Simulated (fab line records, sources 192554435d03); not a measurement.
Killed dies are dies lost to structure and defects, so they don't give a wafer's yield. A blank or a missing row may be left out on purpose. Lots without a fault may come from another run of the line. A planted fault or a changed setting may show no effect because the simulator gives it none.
Chamber matching | flow n5_finfet | N5_MOL_CONTACT_COAG_CMP_28 on cmp-01: 4 sister chambers
The step polishes, stops on SiNx, t overpolish 0.85 s, target thk 14.522 nm. 24 wafers are shown with their chamber, then 12 later ones without.

WAFERS WITH THEIR CHAMBER
wafer  | chamber | motor_current_A (A) | slurry_flow_ml_min | time_to_endpoint_s (s)
L074.2 | 3       | 12.5                | 149.8              | 3.4
L074.3 | 1       | 12.4                | 149.6              | 3.9
L074.4 | 0       | 11.0                | 149.5              | 2.1
L076.1 | 1       | 12.2                | 150.0              | 3.3
L076.2 | 2       | 13.6                | 149.8              | 0.0
L076.4 | 3       | 13.9                | 149.9              | 2.3
L078.3 | 2       | 12.8                | 150.3              | 3.0
L078.5 | 1       | 12.0                | 150.4              | 4.5
L078.6 | 2       | 13.2                | 150.7              | 0.2
L079.1 | 2       | 14.0                | 150.5              | 0.8
L079.2 | 1       | 11.8                | 149.4              | 0.6
L079.6 | 1       | 12.1                | 149.6              | 2.8
L080.1 | 0       | 10.9                | 149.8              | 4.8
L080.2 | 1       | 12.0                | 149.6              | 6.5
L080.4 | 3       | 12.7                | 149.8              | 5.6
L086.1 | 1       | 12.4                | 150.2              | 4.1
L086.2 | 3       | 12.8                | 149.5              | 5.4
L086.3 | 2       | 13.3                | 150.2              | 3.1
L088.1 | 3       | 12.0                | 150.0              | 6.0
L088.4 | 0       | 11.0                | 149.7              | 3.7
L088.5 | 1       | 12.1                | 150.2              | 0.5
L087.1 | 1       | 12.3                | 148.8              | 1.9
L087.3 | 3       | 12.4                | 149.9              | 7.7
L087.4 | 2       | 13.8                | 150.2              | 5.5

SIGNATURES (means of the wafers above)
reading            | chamber 0 | chamber 1 | chamber 2 | chamber 3 | scatter within a chamber
motor_current_A    | 10.967    | 12.144    | 13.450    | 12.717    | 0.409
slurry_flow_ml_min | 149.667   | 149.756   | 150.283   | 149.817   | 0.364
time_to_endpoint_s | 3.533     | 3.122     | 2.100     | 5.067     | 1.94
Rule: a wafer's distance from a chamber is the root of the sum, over the readings, of the square of ((its reading less the chamber's mean) divided by the reading's scatter). The wafer belongs to the nearest chamber; if the next one is less than 2 further off, it can't be placed. The scatter: the root of (the sum of the squares of (reading less its chamber's mean) over the shown wafers, divided by (wafers less chambers)).

WAFERS WITHOUT THEIR CHAMBER
wafer  | motor_current_A (A) | slurry_flow_ml_min | time_to_endpoint_s (s)
L090.3 | 12.8                | 149.8              | 3.4
L090.4 | 10.7                | 150.2              | 0.9
L090.6 | 10.9                | 149.7              | 3.2
L092.2 | 12.8                | 150.4              | 3.9
L092.3 | 11.2                | 148.8              | 0.0
L092.4 | 13.6                | 150.3              | 2.9
L095.2 | 11.1                | 150.1              | 1.3
L095.3 | 13.0                | 149.2              | 3.9
L095.4 | 13.7                | 150.0              | 3.6
L096.3 | 11.7                | 150.0              | 5.1
L096.5 | 10.6                | 150.2              | 4.2
L096.6 | 12.9                | 151.0              | 6.2

WHICH CHAMBER EACH WENT THROUGH
wafer  | from the rows above          | in truth
L090.3 | can't be placed: 3 or 1 or 2 | 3
L090.4 | can't be placed: 0 or 1      | 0
L090.6 | 0                            | 0
L092.2 | can't be placed: 3 or 2 or 1 | 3
L092.3 | can't be placed: 0 or 1      | 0
L092.4 | 2                            | 2
L095.2 | can't be placed: 0 or 1      | 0
L095.3 | can't be placed: 3 or 1 or 2 | 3
L095.4 | can't be placed: 2 or 3      | 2
L096.3 | can't be placed: 1 or 0 or 3 | 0
L096.5 | 0                            | 0
L096.6 | can't be placed: 2 or 3 or 1 | 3
Placed correctly: 3 of 12. Can't be placed from these rows: 9 (the true chamber is among the candidates in 9). Placed wrongly: 0.
